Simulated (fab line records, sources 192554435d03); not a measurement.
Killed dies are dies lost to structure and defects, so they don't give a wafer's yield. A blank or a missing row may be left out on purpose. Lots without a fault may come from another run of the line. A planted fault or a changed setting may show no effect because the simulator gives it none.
Problem report in the 8D (eight disciplines) form, filled by code | flow n5_finfet | the parts of the form that need people (team, actions taken, sign-off) are left out

1. THE PROBLEM
trench_depth_nm at N5_BEOL_M9_OCD_MEAS_38 reads a mean of 133.9 nm on 2 wafers of 2 lots; wafers without a fault read 149.9 nm with a standard deviation of 2.5. That is -6.4 standard deviations from the usual mean.
First seen on wafer L996.6, day 11 11:31, on ocd-01. The record holds 21 wafers of 7 lots with a number at this step. Rule for "out", or "out of limits": more than 4 standard deviations from the usual mean. The other wafers with a number count as sound.

2. WHAT IT IS AND WHAT IT IS NOT
question                    | is                | is not
which readings at this step | trench_depth_nm   | -
which lots                  | L996, L998        | L100, L110, L112, L994, L995
which wafers of those lots  | L996.6, L998.2    | L996.1, L996.4, L998.1, L998.3
read on which gauges        | ocd-01, ocd-02    | -
when                        | from day 11 11:31 | up to then (8 sound wafers); but 11 sound wafers of L100, L110, L112, L998 came after

3. SUSPECTS, AND WHAT RULES EACH OUT
Counting: a tool at a process step up to the reading stays a suspect if it ran every lot that is out. Sound lots after the first of them don't rule it out here, since some wafers of a struck lot are sound.
- the gauge at N5_BEOL_M9_OCD_MEAS_38: ruled out. The wafers that are out were read on 2 gauges (ocd-01, ocd-02).
- uv_cure-01 at N5_BEOL_M8_CURE_75 (cures SiCOH lowk, time 120 s): kept. It ran every lot that is out, first L996 (day 10 22:03).
- rie_diel-02 at N5_BEOL_M9_TRENCH_ETCH_37 (etches SiCOH lowk in C4F6/O2, target depth 151.43 nm, time 49 s): kept. It ran every lot that is out, first L996 (day 11 11:20); its last sound lot up to then is L994 (day 10 15:32). Its own readings are out on those wafers: run_length_s.
Left after counting: uv_cure-01 at N5_BEOL_M8_CURE_75, rie_diel-02 at N5_BEOL_M9_TRENCH_ETCH_37.

4. THE CAUSE (what the simulator had put in)
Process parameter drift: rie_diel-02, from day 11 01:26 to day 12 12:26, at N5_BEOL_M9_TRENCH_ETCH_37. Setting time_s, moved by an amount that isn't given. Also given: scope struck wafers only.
Counting left 2 suspects, and this tool is among them.

5. THE CHAIN OF EFFECTS, in route order
Each row: a reading whose mean over the struck wafers that have a number lies more than 3 standard deviations from the usual. Only readings for which the record gives a usual standard deviation are gone through. hours: the time from each lot's start at the first step in this table that gives one to its start at this step, as a median over the lots. sigmas: the change in usual standard deviations.
hours | step                      | reading          | usual        | on struck wafers | change | sigmas
0     | N5_BEOL_M9_TRENCH_ETCH_37 | run_length_s     | 72.3 s       | 66.4             | -5.9   | -14
0     | N5_BEOL_M9_OCD_MEAS_38    | trench_depth_nm  | 149.9 nm     | 133.9            | -16.0  | -6.4
2     | N5_BEOL_M9_THK_MEAS_53    | M9_THK           | 137.4 nm     | 119.7            | -17.7  | -6.3
3     | N5_BEOL_M9_RS_MEAS_57     | M9_RS            | 0.153 ohm/sq | 0.178            | +0.025 | +7.7
42    | N5_BEOL_M15_RC_MEAS_101   | SERP_M9          | 3.11 ohm/um  | 3.65             | +0.54  | +7.5
42    | N5_BEOL_M15_RC_MEAS_101   | SERP_M9_max_site | 3.22 ohm/um  | 3.79             | +0.57  | +6.3
The process steps in it:
- N5_BEOL_M9_TRENCH_ETCH_37: etches SiCOH lowk in C4F6/O2, target depth 151.43 nm, time 49 s.
Readings that are blank on the struck wafers while sound wafers have them: rf_fwd_power_W at N5_BEOL_M9_TRENCH_ETCH_37.

6. WHAT WOULD HAVE CAUGHT IT SOONER
In this record the first reading out of limits at a measuring or inspecting step was taken at day 11 11:31, 10 hours after the fault began at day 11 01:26.
The tool's own readings at N5_BEOL_M9_TRENCH_ETCH_37 were out on every struck wafer that the step has a row for (run_length_s): an alarm limit on them would have fired on the first of those.
Of the lots that are out (2), L998 began N5_BEOL_M9_TRENCH_ETCH_37 on rie_diel-02 after day 11 11:31. A hold on the tool at that time would have spared it.
